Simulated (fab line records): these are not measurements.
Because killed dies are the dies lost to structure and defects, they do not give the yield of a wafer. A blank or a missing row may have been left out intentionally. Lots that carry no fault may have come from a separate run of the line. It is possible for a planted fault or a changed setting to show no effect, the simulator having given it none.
Struck lot and sound lot, side by side	flow n5Finfet	14 out of 1938 route steps
Sound: wafers L256.2, L256.3, L256.6. Wafers L251.2, L251.4, L251.6 were the ones struck. At the end, the cause is stated.
Order at every step that has rows: each side's tool, ch and its chambers, its first start. Under that, the readings that differ: sound wafers	struck wafers	difference of the means	sigmas: that difference in standard deviations of wafers without a fault.
alike: readings with means less than 2 such deviations apart, plus words and numbers identical on both sides. not compared: withheld readings, readings lacking a value on some wafer, bounds such as >300 that could conceal the same value, and numbers that have no deviation in the record and whose values overlap.
Wherever a step has rows on one side only, a row that says differs or no value, or a row with sigmas, the two part there. Numbers that don't overlap but have no deviation are shown without sigmas and don't part them. A reading missing from all wafers of one side parts the sides only when that side holds two or more wafers.

first, 2 steps without rows for these wafers: N5_BEOL_M1_STRIP_65 (strips in N2/H2); N5_BEOL_M1_STRIP_75 (strips in N2/H2).
N5_BEOL_M1_STRIP_66: strips in CF4.
  sound on rieDiel-05 ch 0,2, day 10 07:14; struck on rieDiel-05 ch 0,1,3, day 9 23:23
  alike: drypumpMotorCurrentA, oesProductAu, rfFwdPowerW, rfVppV, showerheadPlenumPTorr, throttleValvePct
  not compared: rfHoursCounterH
N5_BEOL_M1_HM_OPEN_17: chemistry Cl2/BCl3, target TiN, target depth 20 nm, overetch 6 nm.
  sound on rieMetal-03 ch 1, day 10 07:17; struck on rieMetal-02 ch 0,1, day 9 23:26
  alike: drypumpMotorCurrentA, oesProductAu, rfFwdPowerW, throttleValvePct
  not compared: rfHoursCounterH
N5_BEOL_M1_STRIP_19: strips in O2.
  sound on rieDiel-02 ch 1,3, day 10 07:23; struck on rieDiel-05 ch 0,3, day 9 23:32
  alike: drypumpMotorCurrentA, oesProductAu, rfVppV, showerheadPlenumPTorr, throttleValvePct
  not compared: rfHoursCounterH
N5_BEOL_M1_CD_MEAS_18: pitch 36 nm, target cd 18 nm.
  sound on cdSem-01 at day 10 07:28; struck on cdSem-01 at day 9 23:37
  alike: cdNm
then, 6 steps without rows for these wafers: N5_BEOL_M1_COAT_67 (time 60 s, resist thk 60 nm); N5_BEOL_M1_COAT_68 (time 60 s, resist thk 12 nm); N5_BEOL_M1_COAT_76 (time 60 s, resist thk 5 nm); N5_BEOL_M1_COAT_22 (resist thk 30 nm); N5_BEOL_M1_EBR_24; N5_BEOL_M1_SOFTBAKE_23 (time 60 s).
N5_BEOL_M1_EXPOSE_25: exposes mask V0, defocus 5 nm, target cd 24 nm.
  struck on euvScanner-01, day 9 23:55; sound on euvScanner-02 ch 0, day 10 07:46
  no value came back on the struck wafers for dipoleOpeningDeg (degrees), exposureDoseMJCm2; on the sound wafers dipoleOpeningDeg (degrees) reads 30 30 30
  alike: mask
then, 1 step without rows for these wafers: N5_BEOL_M1_PEB_26 (peb time 60 s).

== WHERE THEY PART ==
Only at N5_BEOL_M1_EXPOSE_25, within this record.

WHY: the cause the simulator had injected
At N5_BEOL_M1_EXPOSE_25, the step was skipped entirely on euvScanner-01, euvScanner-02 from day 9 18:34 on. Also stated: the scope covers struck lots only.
